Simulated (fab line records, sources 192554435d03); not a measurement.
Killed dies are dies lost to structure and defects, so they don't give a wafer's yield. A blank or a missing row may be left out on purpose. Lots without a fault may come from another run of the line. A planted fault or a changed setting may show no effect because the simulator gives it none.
Chamber matching | flow n5_finfet | N5_BEOL_M6_ILD_DEP_00 on pecvd-03: 3 sister chambers
The step deposits SiCOH lowk from DEMS/porogen, target thk 179.75 nm, time 33.4 s. 16 wafers are shown with their chamber, then 8 later ones without.

WAFERS WITH THEIR CHAMBER
wafer  | chamber | throttle_valve_pct (%) | showerhead_plenum_p_Torr (Torr) | heater_power_w (W)
L074.2 | 1       | 15.4                   | 5.752                           | 319
L074.3 | 2       | 12.9                   | 5.728                           | 323
L074.4 | 1       | 15.1                   | 5.753                           | 319
L080.2 | 2       | 12.9                   | 5.707                           | 342
L080.5 | 1       | 15.1                   | 5.734                           | 313
L080.6 | 0       | 14.3                   | 5.753                           | 382
L081.1 | 1       | 15.1                   | 5.746                           | 304
L081.2 | 0       | 14.1                   | 5.758                           | 398
L081.3 | 2       | 13.0                   | 5.738                           | 321
L084.1 | 2       | 13.0                   | 5.712                           | 306
L084.3 | 0       | 14.3                   | 5.749                           | 373
L084.6 | 0       | 14.3                   | 5.763                           | 390
L087.1 | 1       | 15.0                   | 5.744                           | 264
L087.4 | 0       | 14.3                   | 5.753                           | 341
L087.5 | 2       | 13.0                   | 5.725                           | 336
L090.1 | 2       | 13.0                   | 5.714                           | 321

SIGNATURES (means of the wafers above)
reading                  | chamber 0 | chamber 1 | chamber 2 | scatter within a chamber
throttle_valve_pct       | 14.260    | 15.140    | 12.967    | 0.103
showerhead_plenum_p_Torr | 5.75520   | 5.74580   | 5.72067   | 0.0089
heater_power_w           | 376.80    | 303.80    | 324.83    | 19.4
Rule: a wafer's distance from a chamber is the root of the sum, over the readings, of the square of ((its reading less the chamber's mean) divided by the reading's scatter). The wafer belongs to the nearest chamber; if the next one is less than 2 further off, it can't be placed. The scatter: the root of (the sum of the squares of (reading less its chamber's mean) over the shown wafers, divided by (wafers less chambers)).

WAFERS WITHOUT THEIR CHAMBER
wafer  | throttle_valve_pct (%) | showerhead_plenum_p_Torr (Torr) | heater_power_w (W)
L090.2 | 15.2                   | 5.754                           | 244
L090.3 | 14.2                   | 5.753                           | 396
L095.1 | 15.0                   | 5.741                           | 301
L095.2 | 14.2                   | 5.746                           | 393
L095.3 | 13.1                   | 5.742                           | 312
L096.1 | 13.1                   | 5.725                           | 348
L096.3 | 15.2                   | 5.745                           | 282
L096.4 | 15.5                   | 5.744                           | 289

WHICH CHAMBER EACH WENT THROUGH
wafer  | from the rows above | in truth
L090.2 | 1                   | 1
L090.3 | 0                   | 0
L095.1 | 1                   | 1
L095.2 | 0                   | 0
L095.3 | 2                   | 2
L096.1 | 2                   | 2
L096.3 | 1                   | 1
L096.4 | 1                   | 1
Placed correctly: 8 of 8. Can't be placed from these rows: 0. Placed wrongly: 0.
